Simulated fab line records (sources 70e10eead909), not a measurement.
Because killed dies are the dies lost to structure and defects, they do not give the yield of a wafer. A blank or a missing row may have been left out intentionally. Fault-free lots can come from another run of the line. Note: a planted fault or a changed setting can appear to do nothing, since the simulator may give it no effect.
fab line records	flow nandHarc
record: lots: 12	wafers: 36	lastDay: 22
route steps=1159 shown P_GATE@202 P_CONTACT@229 END@1159
lots with no fault: from the same line, run without faults
startH: start of the lot's first displayed wafer, in hours after the record's first day	waitH: time in hours since the lot's previous step	" as in the row above	L1.1+2: a row that stands for several wafers	- value missing, or start not given	* or withheld: withheld	< > ~ a bound
route shown NAME@n: a module of which the file shows steps, and the number in the route of the first	usual: average and standard deviation across the fault-free wafers	same: alike in all rows	chamber/n: place in a boat	sites: readings site by site	_std_site: standard deviation across them	_edge_site: inner sites' mean taken away from outer sites' mean	radiusMm: how far each site lies from the wafer's centre	mask NAME#n: copy n	behind: the most recent tool/chamber to have shaped the wafer	hold: cause of the lot's hold/its duration in hours/its outcome	device: the n, p or np transistor that did not switch	end of line: the tests these same wafers got at the end of their route	for a step that has no rows: nothing shown but its recipe	killed: dies lost to structure and defects at the first sort, not the wafer's yield	map: dies across one wafer; x = killed, . = not, _ = none there
set.NAME: setting as actually run; set.NAME@STEP: the setting as run at that earlier step	model.NAME: the simulator's own value behind a step, which no gauge read
one table for each step of the route and one row for each wafer, over a sample of lots
services: when a tool's chamber went out of use (startH, in hours from the record's first day, below 0 if earlier), for how many hours, and the reason
== steps ==
step: NHARC_P_GATE_DESCUM_93
recipe: timeS: 3	o2FlowSccm: 200	arFlowSccm: 0	biasPowerW: 0	chemistry: O2
usual: drypumpMotorCurrentA: 5.9/0.4	oesProductAu: 1.001/0.012	rfVppV: 57.6/0.88	showerheadPlenumPTorr: 1.87/0.047	throttleValvePct: 11.312/0.0087
lot.wafer	tool	chamber	startH	waitH	drypumpMotorCurrentA	oesProductAu	rfHoursCounterH	rfVppV	showerheadPlenumPTorr	throttleValvePct
L867.3	rieDiel-06	2	108.03	-	6.5	0.979	6	58.1	1.90	11.304
L867.2	"	0	"	"	6.0	0.998	8	57.3	1.87	11.312
L867.6	"	1	"	"	5.7	1.020	-	56.7	1.90	11.312
L866.3	rieDiel-03	2	108.38	-	5.6	1.015	18	57.2	1.83	11.313
L866.4	"	0	"	"	6.5	1.007	20	56.7	1.81	11.296
L866.5	"	3	"	"	5.3	0.997	-	56.8	1.89	11.307
L872.1	rieDiel-03	3	135.39	-	5.3	1.006	33	58.8	1.89	11.309
L872.3	"	0	"	"	6.5	1.001	32	57.5	1.81	11.303
L872.6	"	2	"	"	5.6	1.024	-	56.3	1.83	11.316
L871.1	rieDiel-06	0	136.83	-	6.0	1.007	14	57.0	1.87	11.295
L871.2	"	1	"	"	5.7	1.008	11	57.6	1.90	11.306
L871.5	"	0	"	"	5.9	1.013	-	55.5	1.87	11.309
L873.2	rieDiel-03	0	147.56	-	6.5	0.999	36	58.3	1.80	11.300
L873.1	"	1	"	"	6.0	0.994	32	56.7	1.85	11.301
L873.4	"	2	"	"	5.6	1.024	31	56.9	1.82	11.318
L875.3	rieDiel-06	2	152.98	-	6.5	0.979	13	57.2	1.89	11.315
L875.2	"	3	"	"	5.6	1.001	14	57.1	1.96	11.317
L875.6	"	1	"	"	5.7	1.010	-	56.7	1.90	11.325
L876.1	rieDiel-08	3	168.25	-	5.5	0.983	13	58.3	1.87	11.314
L876.2	"	1	"	"	5.9	1.008	10	58.3	1.86	11.318
L876.5	"	3	"	"	5.5	0.982	-	58.3	1.87	11.325
L878.2	rieDiel-08	3	179.47	-	5.5	0.987	16	58.1	1.87	11.313
L878.5	"	0	"	"	6.2	0.989	-	58.0	1.81	11.309
L878.6	"	1	"	"	5.9	1.016	-	58.4	1.86	11.310
L879.2	rieDiel-08	0	180.04	-	6.2	0.986	15	57.5	1.81	11.302
L879.4	"	1	"	"	5.9	1.017	13	58.5	1.86	11.311
L879.1	"	2	"	"	6.4	1.010	15	59.9	1.96	11.304
L880.3	rieDiel-08	0	180.22	-	6.2	0.994	15	56.7	1.81	11.309
L880.4	"	2	"	"	6.5	1.000	15	57.5	1.96	11.320
L880.5	"	0	"	"	6.2	0.990	-	57.0	1.81	11.303
L882.1	rieDiel-03	2	197.95	-	5.6	1.029	51	56.8	1.82	11.324
L882.3	"	0	"	"	6.5	1.011	56	56.7	1.80	11.304
L882.5	"	3	"	"	5.3	1.018	-	59.0	1.88	11.308
L881.2	rieDiel-06	2	198.77	-	6.5	0.982	21	57.8	1.89	11.318
L881.4	"	3	"	"	5.6	0.997	23	59.9	1.96	11.315
L881.6	"	1	"	"	5.7	1.001	-	57.3	1.90	11.304
step: NHARC_P_GATE_RTA_64
recipe: tempC: 1050	timeS: 1
usual: annealTempCMax: 1054.6/1.8	lampPowerPct: 35.52/0.18	wafer_temp_C_max: 1054.7/1
lot.wafer	tool	chamber	startH	waitH	annealTempCMax	lampPowerPct	wafer_temp_C_max
L867.2	rtpAnneal-01	0	109.74	-	1057.7	35.31	1054.1
L867.3	"	0	"	"	1056.9	35.32	1054.7
L867.6	"	0	"	"	1054.8	35.45	1055.1
L866.3	rtpAnneal-02	0	110.08	-	1054.2	35.74	1054.5
L866.4	"	0	"	"	1054.0	35.68	1055.2
L866.5	"	0	"	"	1053.0	35.67	1053.7
L872.1	rtpAnneal-01	0	137.25	-	1055.7	35.40	1054.5
L872.3	"	0	"	"	1057.0	35.27	1055.8
L872.6	"	0	"	"	1055.4	35.34	1055.3
L871.1	rtpAnneal-01	0	138.60	-	1057.7	35.39	1053.9
L871.2	"	0	"	"	1055.8	35.35	1054.1
L871.5	"	0	"	"	1057.0	35.32	1053.6
L873.1	rtpAnneal-02	0	149.20	-	1054.3	35.75	1054.8
L873.2	"	0	"	"	1052.8	35.65	1054.6
L873.4	"	0	"	"	1053.7	35.68	1054.2
L875.2	rtpAnneal-02	0	154.83	-	1052.2	35.69	1056.3
L875.3	"	0	"	"	1052.6	35.71	1054.8
L875.6	"	0	"	"	1053.4	35.71	1052.9
L876.1	rtpAnneal-02	0	169.88	-	1053.6	35.70	1053.3
L876.2	"	0	"	"	1052.8	35.71	1054.7
L876.5	"	0	"	"	1053.1	35.67	1054.7
L878.2	rtpAnneal-01	0	181.12	-	1057.6	35.27	1054.9
L878.5	"	0	"	"	1055.7	35.28	1054.2
L878.6	"	0	"	"	1058.3	35.32	1054.6
L879.1	rtpAnneal-02	0	181.68	-	1054.0	35.62	1056.0
L879.2	"	0	"	"	1052.6	35.63	1056.2
L879.4	"	0	"	"	1052.8	35.62	1056.0
L880.3	rtpAnneal-02	0	181.92	-	1054.1	35.67	1054.5
L880.4	"	0	"	"	1053.2	35.69	1054.5
L880.5	"	0	"	"	1052.7	35.66	1054.3
L882.1	rtpAnneal-02	0	199.64	-	1053.9	35.71	1054.3
L882.3	"	0	"	"	1052.4	35.72	1053.9
L882.5	"	0	"	"	1053.7	35.75	1054.9
L881.2	rtpAnneal-02	0	200.91	-	1052.4	35.63	1053.7
L881.4	"	0	"	"	1053.5	35.70	1055.7
L881.6	"	0	"	"	1053.0	35.63	1054.1
step: NHARC_P_CONTACT_EXPOSE_09
recipe: na: 1.35	targetCdNm: 90	doseMj: 81.26	maskId: P_CA
same: na: 1.35
lot.wafer	tool	chamber	startH	waitH	mask
L867.2+3+6	arfiScanner-02	0	112.49	-	P_CA#0
L866.3+4+5	arfiScanner-02	0	112.89	-	P_CA#0
L872.1+3+6	arfiScanner-01	0	139.98	-	P_CA#0
L871.1+2+5	arfiScanner-01	0	141.28	-	P_CA#0
L873.1+2+4	arfiScanner-01	0	151.89	-	P_CA#0
L875.2+3+6	arfiScanner-01	0	157.57	-	P_CA#0
L876.1+2+5	arfiScanner-02	0	172.75	-	P_CA#0
L878.2+5+6	arfiScanner-02	0	183.84	-	P_CA#0
L879.1+2+4	arfiScanner-03	0	184.41	-	P_CA#0
L880.3+4+5	arfiScanner-02	0	184.61	-	P_CA#0
L882.1+3+5	arfiScanner-03	0	202.79	-	P_CA_R1#0
L881.2+4+6	arfiScanner-03	0	203.61	-	P_CA#0
step: NHARC_P_CONTACT_CD_MEAS_12
recipe: targetCdNm: 90	landingEnergyEv: 500
usual: cdNm: 90.2/0.7
lot.wafer	tool	chamber	startH	waitH	cdNm
L867.2	cdSem-03	0	112.63	-	90.2
L867.3	"	0	"	"	89.4
L867.6	"	0	"	"	90.0
L866.3	cdSem-02	0	113.03	-	89.6
L866.4	"	0	"	"	89.7
L866.5	"	0	"	"	89.6
L872.1	cdSem-02	0	140.12	-	90.3
L872.3	"	0	"	"	90.8
L872.6	"	0	"	"	91.1
L871.1	cdSem-03	0	141.42	-	90.5
L871.2	"	0	"	"	90.2
L871.5	"	0	"	"	90.3
L873.1	cdSem-01	0	152.03	-	91.4
L873.2	"	0	"	"	90.9
L873.4	"	0	"	"	90.6
L875.2	cdSem-01	0	157.71	-	89.5
L875.3	"	0	"	"	90.3
L875.6	"	0	"	"	91.5
L876.1	cdSem-02	0	172.89	-	89.9
L876.2	"	0	"	"	89.7
L876.5	"	0	"	"	90.3
L878.2	cdSem-01	0	183.98	-	89.4
L878.5	"	0	"	"	89.5
L878.6	"	0	"	"	89.3
L879.1	cdSem-02	0	184.54	-	90.1
L879.2	"	0	"	"	90.3
L879.4	"	0	"	"	90.9
L880.3	cdSem-01	0	184.75	-	89.9
L880.4	"	0	"	"	88.7
L880.5	"	0	"	"	89.8
L882.1	cdSem-01	0	202.93	-	94.9
L882.3	"	0	"	"	95.5
L882.5	"	0	"	"	95.2
L881.2	cdSem-01	0	203.75	-	91.1
L881.4	"	0	"	"	90.9
L881.6	"	0	"	"	91.1
step: NHARC_P_CONTACT_STRIP_28
recipe: o2FlowSccm: 500	arFlowSccm: 0	biasW: 0	chemistry: O2
usual: drypumpMotorCurrentA: 6.0/0.33	oesProductAu: 1.001/0.0086	rfVppV: 57.8/0.93	showerheadPlenumPTorr: 3.50/0.14	throttleValvePct: 17.038/0.0081
lot.wafer	tool	chamber	startH	waitH	drypumpMotorCurrentA	oesProductAu	rfHoursCounterH	rfVppV	showerheadPlenumPTorr	throttleValvePct
L867.3	rieDiel-12	3	113.88	0.1	6.5	0.989	25	59.4	3.71	17.030
L867.2	"	1	"	"	5.9	0.999	25	57.5	3.39	17.039
L867.6	"	3	"	"	6.5	0.996	-	59.3	3.71	17.043
L866.3	rieDiel-10	3	114.23	0.1	5.8	1.000	10	57.1	3.48	17.036
L866.4	"	0	"	"	5.7	0.995	12	56.9	3.31	17.042
L866.5	"	2	"	"	6.4	1.008	-	58.7	3.69	17.045
L872.3	rieDiel-10	2	141.33	0.1	6.3	1.000	15	59.3	3.69	17.031
L872.1	"	3	"	"	5.8	1.010	12	57.3	3.47	17.031
L872.6	"	2	"	"	6.4	1.000	-	58.8	3.69	17.036
L871.2	rieDiel-10	1	142.55	0.1	5.8	1.008	16	57.4	3.45	17.051
L871.1	"	0	"	"	5.8	0.996	15	56.6	3.31	17.037
L871.5	"	2	"	"	6.3	1.005	-	59.1	3.69	17.041
L873.1	rieDiel-04	0	153.20	0.1	5.4	1.013	4	57.7	3.33	17.031
L873.2	"	1	"	"	6.7	1.001	4	59.6	3.55	17.041
L873.4	"	2	"	"	6.2	1.014	4	58.7	3.62	17.037
L875.2	rieDiel-10	3	158.95	0.1	5.7	1.005	14	60.1	3.47	17.049
L875.3	"	0	"	"	5.8	0.994	17	56.6	3.31	17.041
L875.6	"	2	"	"	6.4	1.006	-	58.4	3.69	17.043
L876.2	rieDiel-04	3	174.10	0.1	5.9	0.993	5	57.8	3.32	17.037
L876.1	"	0	"	"	5.4	1.007	5	57.9	3.33	17.034
L876.5	"	2	"	"	6.3	1.007	-	56.9	3.62	17.033
L878.2	rieDiel-12	1	185.16	0.1	5.9	0.995	49	58.4	3.38	17.043
L878.5	"	2	"	"	6.3	0.999	-	56.9	3.67	17.036
L878.6	"	3	"	"	6.5	0.997	-	58.5	3.70	17.037
L879.2	rieDiel-10	0	185.69	0.1	5.8	0.996	0	57.7	3.31	17.041
L879.1	"	1	"	"	5.8	0.999	0	58.4	3.45	17.034
L879.4	"	2	"	"	6.4	0.993	0	57.7	3.69	17.026
L880.3	rieDiel-12	3	185.90	0.1	6.5	0.992	51	56.5	3.69	17.030
L880.4	"	2	"	"	6.3	1.006	52	58.5	3.67	17.038
L880.5	"	3	"	"	6.5	0.985	-	57.6	3.69	17.050
L882.1	rieDiel-10	3	204.09	0.1	5.8	1.003	2	57.7	3.47	17.039
L882.3	"	0	"	"	5.8	0.995	2	57.0	3.31	17.043
L882.5	"	2	"	"	6.4	0.999	-	57.2	3.69	17.036
L881.2	rieDiel-10	1	204.98	0.1	5.8	1.001	2	58.1	3.45	17.038
L881.4	"	2	"	"	6.4	0.990	2	59.3	3.69	17.026
L881.6	"	3	"	"	5.8	1.003	-	57.2	3.47	17.041
step: NHARC_END_SORT_01
recipe: tempC: 25
usual: killedAtArray: 27/9.9	killedAtOther: 0.6/0.84	killedAtPeriphery: 3.7/2.5	killedDies: 31/9.9	killedOpen: 3.0/1.6	killedShort: 1.9/1.2
same: grossDies: 677
lot.wafer	tool	chamber	startH	waitH	killedAtArray	killedAtOther	killedAtPeriphery	killedDies	killedOpen	killedShort
L866.3	prober-01	0	443.50	3.1	26	1	3	30	2	3
L866.4	prober-01	0	444.30	3.4	24	2	3	29	2	2
L866.5	prober-01	0	445.09	3.7	17	1	3	21	3	2
L872.1	prober-02	0	467.70	2.5	7	0	1	8	1	0
L872.3	prober-02	0	469.29	3.1	14	0	1	15	4	0
L872.6	prober-02	0	471.68	4.0	19	0	0	19	3	1
L875.2	prober-02	0	509.94	2.8	15	0	6	21	5	3
L875.3	prober-02	0	510.75	3.1	15	1	5	21	2	3
L875.6	prober-02	0	513.16	4.0	15	1	12	28	4	2
L882.1	prober-01	0	532.81	2.5	25	2	0	27	0	0
L882.3	prober-01	0	534.42	3.1	33	2	0	35	1	1
L882.5	prober-01	0	536.03	3.7	36	2	3	41	4	4
killed by level:class
L866.3 A_SLIT:chamberFilmFlake=10 A_CHANNEL_HOLE_D1:chamberFilmFlake=6 A_CONTACT:chamberFilmFlake=4 P_STI:chamberFilmFlake=3 A_ONON_D1:geometricParticle:short=1 A_CHANNEL_FILL_D1:geometricParticle:open=1 A_WL_FILL:geometricParticle:short=1 A_CONTACT:geometricParticle:short=1
L866.4 A_CHANNEL_HOLE_D1:chamberFilmFlake=12 A_SLIT:chamberFilmFlake=7 A_CONTACT:chamberFilmFlake=2 THIN_TSV:chamberFilmFlake=2 P_CONTACT:geometricParticle:short=1 P_M1:geometricParticle:short=1 A_SOURCE_PLATE:geometricParticle:open=1 A_CONTACT:geometricParticle:open=1
L866.5 A_SLIT:chamberFilmFlake=7 A_CHANNEL_HOLE_D1:chamberFilmFlake=5 A_CONTACT:geometricParticle:open=2 P_M0:geometricParticle:short=1 A_CHANNEL_HOLE_D1:geometricParticle:open=1 A_CONTACT:geometricParticle:short=1 P_STI:chamberFilmFlake=1 P_GATE:chamberFilmFlake=1
L872.1 A_CONTACT:chamberFilmFlake=3 A_CHANNEL_HOLE_D1:chamberFilmFlake=2 P_CONTACT:geometricParticle:open=1 A_SLIT:chamberFilmFlake=1 A_WL_FILL:chamberFilmFlake=1
L872.3 A_CONTACT:chamberFilmFlake=5 A_CONTACT:geometricParticle:open=2 A_SLIT:chamberFilmFlake=2 A_BLC:geometricParticle:open=1 A_M0:geometricParticle:open=1 P_M2:chamberFilmFlake=1 A_CHANNEL_HOLE_D1:chamberFilmFlake=1 A_CHANNEL_FILL_D1:chamberFilmFlake=1
L872.6 A_CONTACT:chamberFilmFlake=7 A_CHANNEL_HOLE_D1:chamberFilmFlake=4 A_WL_FILL:chamberFilmFlake=3 A_CHANNEL_FILL_D1:geometricParticle:short=1 A_CONTACT:geometricParticle:open=1 A_BLC:geometricParticle:open=1 A_M1:geometricParticle:open=1 A_SLIT:chamberFilmFlake=1
L875.2 A_CHANNEL_HOLE_D1:chamberFilmFlake=6 P_M1:chamberFilmFlake=4 P_CONTACT:geometricParticle:open=2 A_CHANNEL_FILL_D1:geometricParticle:open=2 A_ONON_D1:geometricParticle:open=1 A_CHANNEL_FILL_D1:geometricParticle:short=1 A_CONTACT:geometricParticle:short=1 A_M1:geometricParticle:short=1
L875.3 P_M1:chamberFilmFlake=4 A_STAIRCASE:chamberFilmFlake=4 A_WL_FILL:chamberFilmFlake=3 A_CONTACT:chamberFilmFlake=3 A_M0:geometricParticle:open=2 A_WL_FILL:geometricParticle:short=1 A_M1:geometricParticle:short=1 STARTING-WAFER:geometricParticle:short=1
L875.6 P_M1:chamberFilmFlake=6 A_STAIRCASE:chamberFilmFlake=6 A_CHANNEL_HOLE_D1:chamberFilmFlake=5 P_CONTACT:geometricParticle:short=2 A_CONTACT:chamberFilmFlake=2 P_CONTACT:geometricParticle:open=1 P_M2:geometricParticle:open=1 P_BONDPAD:geometricParticle:open=1
L882.1 A_SLIT:chamberFilmFlake=15 A_CHANNEL_HOLE_D1:chamberFilmFlake=7 A_CONTACT:chamberFilmFlake=2 THIN_TSV:chamberFilmFlake=2 A_STAIRCASE:chamberFilmFlake=1
L882.3 A_CHANNEL_HOLE_D1:chamberFilmFlake=17 A_SLIT:chamberFilmFlake=13 THIN_TSV:chamberFilmFlake=2 A_CONTACT:geometricParticle:short=1 A_CONTACT:geometricParticle:open=1 A_STAIRCASE:chamberFilmFlake=1
L882.5 A_SLIT:chamberFilmFlake=21 A_CHANNEL_HOLE_D1:chamberFilmFlake=7 A_CHANNEL_FILL_D1:geometricParticle:open=2 A_CONTACT:geometricParticle:open=2 THIN_TSV:chamberFilmFlake=2 P_M0:geometricParticle:short=1 P_M1:geometricParticle:short=1 A_WL_FILL:geometricParticle:short=1
== services ==
tool	chamber	startH	hours	kind
rieDiel-10	3	86.90	15.4	repair
rieDiel-10	0	89.47	4.8	repair
rieDiel-04	1	89.75	9.2	repair
arfiScanner-03	-	107.18	1.3	repair
rieDiel-03	2	109.62	5.1	repair
arfiScanner-01	-	112.75	2.0	repair
rieDiel-12	1	121.41	6.1	repair
arfiScanner-02	-	124.54	0.8	repair
rieDiel-08	-	124.81	9.0	pm
rieDiel-06	1	126.16	8.0	repair
rieDiel-12	3	128.51	3.0	repair
arfiScanner-03	-	140.00	4.0	pm
arfiScanner-03	-	148.54	1.2	repair
arfiScanner-03	-	151.02	11.6	repair
rieDiel-08	-	159.44	3.6	repair
arfiScanner-03	-	170.23	0.4	repair
rieDiel-10	-	176.50	9.0	pm
arfiScanner-01	-	185.03	0.2	repair
rieDiel-03	-	187.98	0.3	repair
rieDiel-06	2	192.73	4.4	repair
arfiScanner-01	-	196.00	4.0	pm
rieDiel-03	-	198.59	8.3	repair
rieDiel-06	0	201.17	12.3	repair
rieDiel-12	-	202.45	9.0	pm
== key ==
firstSign: step: NHARC_P_CONTACT_EXPOSE_09	reading: mask	direction: changed
effect: step: NHARC_P_CONTACT_CD_MEAS_12	reading: cdNm	direction: up	sigmas: 7.2	usual: 90.2	struck: 95.2
metAt NHARC_P_CONTACT_EXPOSE_09
struckLots L882
testerLeftOut L882
notActingAt NHARC_P_GATE_DESCUM_93,NHARC_P_GATE_RTA_64,NHARC_P_CONTACT_STRIP_28
onsetBetween 184.41 202.79
fault: kind: wrongMask	tool: any	chamber: -	onsetH: 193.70	steps: NHARC_P_CONTACT_EXPOSE_09	auxCopy: P_CA_R1#0	cdOffsetNm: 4.7437	scope: struckLotsOnly
testerLeftOut: of these lots the tester's yield and bins aren't shown, on N5 and GAA mostly nor the transistor test; their killed dies are dies lost to structure and defects alone, not to doping, threshold or leakage, so they don't give the yield
